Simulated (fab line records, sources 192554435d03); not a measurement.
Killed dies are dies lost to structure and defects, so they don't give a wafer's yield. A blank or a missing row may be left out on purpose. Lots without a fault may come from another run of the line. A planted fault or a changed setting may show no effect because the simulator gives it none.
Split-lot experiment | flow n5_finfet | 7 lots, 21 wafers read, on a route of 1938 steps

THE SPLIT
At N5_HKMG_FIN_EXPOSE_46 (exposes mask NDIPOLE), the setting dose_mj was moved away from the recipe's 40 on 5 of the 21 wafers read, by -2.3% to +5.7%. The other wafers ran this setting at the recipe's value.

FROM THE SPLIT TO THE READING: what the file shows between them, 2 steps
- N5_HKMG_FIN_PEB_47: peb time 60 s
- N5_HKMG_FIN_DEVELOP_48: develop time 30 s

THE READING
cd_nm, in nm, at N5_HKMG_FIN_CD_MEAS_49 (target cd 202 nm). Fault-free wafers of this fab line usually give 201.7 nm, standard deviation 0.7 nm.

wafer  | tool, chamber at the split | dose_mj as run | against the recipe | cd_nm, nm | against lot-mates on the recipe
L074.1 | arfi_scanner-03, 0         | 41.78          | +4.4%              | 205.0     | no lot-mate on the recipe
L074.2 | arfi_scanner-03, 0         | 41.78          | +4.4%              | 205.0     | no lot-mate on the recipe
L074.3 | arfi_scanner-03, 0         | 41.78          | +4.4%              | 205.2     | no lot-mate on the recipe
L079.2 | arfi_scanner-01, 0         | 40             | recipe             | 201.4     | -
L079.4 | arfi_scanner-01, 0         | 40             | recipe             | 202.0     | -
L079.6 | arfi_scanner-01, 0         | 40             | recipe             | 201.6     | -
L083.2 | arfi_scanner-01, 0         | 40             | recipe             | 201.9     | -
L083.3 | arfi_scanner-01, 0         | 40             | recipe             | 201.4     | -
L083.4 | arfi_scanner-01, 0         | 40             | recipe             | 202.3     | -
L087.4 | arfi_scanner-01, 0         | 40             | recipe             | 201.8     | -
L087.5 | arfi_scanner-01, 0         | 40             | recipe             | 202.1     | -
L087.6 | arfi_scanner-01, 0         | 40             | recipe             | 201.7     | -
L092.1 | arfi_scanner-02, 0         | 40             | recipe             | 202.3     | -
L092.3 | arfi_scanner-02, 0         | 40             | recipe             | 201.3     | -
L092.4 | arfi_scanner-02, 0         | 40             | recipe             | 202.1     | -
L094.3 | arfi_scanner-03, 0         | 40             | recipe             | 202.1     | -
L094.5 | arfi_scanner-03, 0         | 40             | recipe             | 202.1     | -
L094.6 | arfi_scanner-03, 0         | 42.3           | +5.7%              | 205.4     | +3.3
L095.1 | arfi_scanner-03, 0         | 39.06          | -2.3%              | 199.7     | -1.4
L095.3 | arfi_scanner-03, 0         | 40             | recipe             | 201.4     | -
L095.4 | arfi_scanner-03, 0         | 40             | recipe             | 200.8     | -

THE FIT
A straight line over all 21 wafers: cd_nm changes by +0.716 nm for each +1% of dose_mj; r = +0.97; the points scatter about the line by 0.4 nm.
The same after taking each lot's own level away (the mean of its wafers on the recipe; 18 wafers): +0.577 nm for each +1%; r = +0.95; scatter 0.3 nm.
On that fit, the largest move of dose_mj shifts the reading by 3.3 nm.
The lots' own levels span 201.10 to 202.10 nm, that is 1.4 times the standard deviation above.
So the lot-to-lot level changes the slope: the two fits differ.
Check: with one of the wafers moved furthest among these (+5.7%) left out of the fit, the line predicts +3.43 nm for it against its lot-mates. It came out at +3.3 nm against them.

THE WHOLE CHAIN: every reading that the file lists as answering this split, in the file's order
step                   | what it does                                           | reading                                                                | change (the file's fit)               | r (the file's)
N5_HKMG_FIN_CD_MEAS_49 | target cd 202 nm                                       | cd_nm                                                                  | +0.572 nm for each +1% of the setting | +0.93
N5_HKMG_FIN_ETCH_54    | etches SiARC in CF4, target depth 45.5 nm, time 75.8 s | HKMG_FIN.cd_offset_nm (the simulator's own value, which no gauge read) | +0.637 nm for each +1% of the setting | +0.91

THE FILE'S OWN FIT
cd_nm changes by +0.572 nm for each +1% of dose_mj, r = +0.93.
